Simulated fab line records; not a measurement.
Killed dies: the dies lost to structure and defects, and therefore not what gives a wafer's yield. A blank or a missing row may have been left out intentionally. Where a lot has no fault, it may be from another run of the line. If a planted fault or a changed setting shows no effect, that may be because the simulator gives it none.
Split-lot study    flow n5_finfet    on a route of 1938 steps: 7 lots, 21 wafers read

## SPLIT DETAILS
At N5_BEOL_M7_DESCUM_33 (chemistry O2, time 7 s), the setting time_s was moved away from the recipe's 7 s on 8 of the 21 wafers read, by -21.6% to +11.5%. The other wafers ran this setting at the recipe's value.

The split's own step is where the reading is taken.

## THE READING
CAR-EUV_of_BEOL_M7_COAT_22.thk_nm (the simulator's own value, which no gauge read), in nm, at N5_BEOL_M7_DESCUM_33 (chemistry O2, time 7 s). The file does not state a usual value for it. Here, 13 wafers ran the recipe; their average is 26.0 nm with a standard deviation of 0.13 nm.

wafer   tool, chamber at the split  time_s as run, s  against the recipe  CAR-EUV_of_BEOL_M7_COAT_22.thk_nm, nm  against lot-mates on the recipe
L074.2  rie_diel-06, 3              7                 recipe              26.2                                   -
L074.3  rie_diel-06, 2              7                 recipe              25.8                                   -
L074.5  rie_diel-06, 0              5.941             -15.1%              26.6                                   +0.6
L078.2  rie_diel-06, 2,0,2          7                 recipe              26                                     -
L078.4  rie_diel-06, 2,0,2          7                 recipe              26                                     -
L078.5  rie_diel-06, 2,0,2          7                 recipe              26                                     -
L082.1  rie_diel-03, 2,0            7                 recipe              26                                     -
L082.3  rie_diel-03, 2,0            7                 recipe              26                                     -
L082.5  rie_diel-03, 0              7.431             +6.2%               25.8                                   -0.2
L088.3  rie_diel-06, 3              7                 recipe              26                                     -
L088.4  rie_diel-06, 0,3            7.695             +9.9%               25.6                                   -0.4
L088.6  rie_diel-06, 0,3            7.695             +9.9%               25.6                                   -0.4
L094.1  rie_diel-03, 2              5.486             -21.6%              26.8                                   +0.9
L094.5  rie_diel-03, 0              7                 recipe              25.8                                   -
L094.6  rie_diel-03, 3              7                 recipe              26                                     -
L095.1  rie_diel-03, 3,2            7.514             +7.3%               25.8                                   -0.4
L095.4  rie_diel-03, 3,2            7.514             +7.3%               25.8                                   -0.4
L095.2  rie_diel-03, 2              7                 recipe              26.2                                   -
L096.4  rie_diel-06, 2,0            7                 recipe              25.8                                   -
L096.6  rie_diel-06, 2,0            7                 recipe              25.8                                   -
L096.5  rie_diel-06, 3              7.803             +11.5%              25.6                                   -0.2
The file does not say which wafer passed through which chamber wherever a row lists several chambers: such a row stands for several wafers.

THE FIT
A straight line over all 21 wafers: CAR-EUV_of_BEOL_M7_COAT_22.thk_nm changes by -0.0366 nm for each +1% of time_s; r = -0.93; the points scatter about the line by 0.12 nm.
The same after taking each lot's own level away (the mean of its wafers on the recipe; 21 wafers): -0.0392 nm for each +1%; r = -0.95; scatter 0.1 nm.
Per that fit: largest time_s move, reading shift of 0.85 nm.
The span of the lots' own levels, 25.80 to 26.20 nm, comes to 3.0 times the standard deviation stated above.
The two slopes agree, so the slope changes little with the lot-to-lot level.
Check: for one of the wafers moved furthest among these (-21.6%), held out of the fit, the line's prediction against its lot-mates is +0.811 nm. Against them it came out at +0.9 nm.

## FURTHER SPLITS ON THESE WAFERS
Note: prior to the reading, these wafers also went through further splits. Each is held against what the fit with the lots' levels taken away leaves over:
other split on the same wafers              wafers away from the commonest value  r with CAR-EUV_of_BEOL_M7_COAT_22.thk_nm (lot level and that fit taken away)
N5_BEOL_M5_COAT_74 spin_rpm                 5                                     -0.04
N5_BEOL_M5_EXPOSE_25 dose_mj                4                                     +0.02
N5_BEOL_M6_TRENCH_ETCH_37 time_s            6                                     -0.50
N5_BEOL_M6_ALD_77 co_reactant_pulse_time_s  8                                     -0.37

## FILE'S OWN FIT
CAR-EUV_of_BEOL_M7_COAT_22.thk_nm changes by -0.0383 nm for each +1% of time_s, r = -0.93.
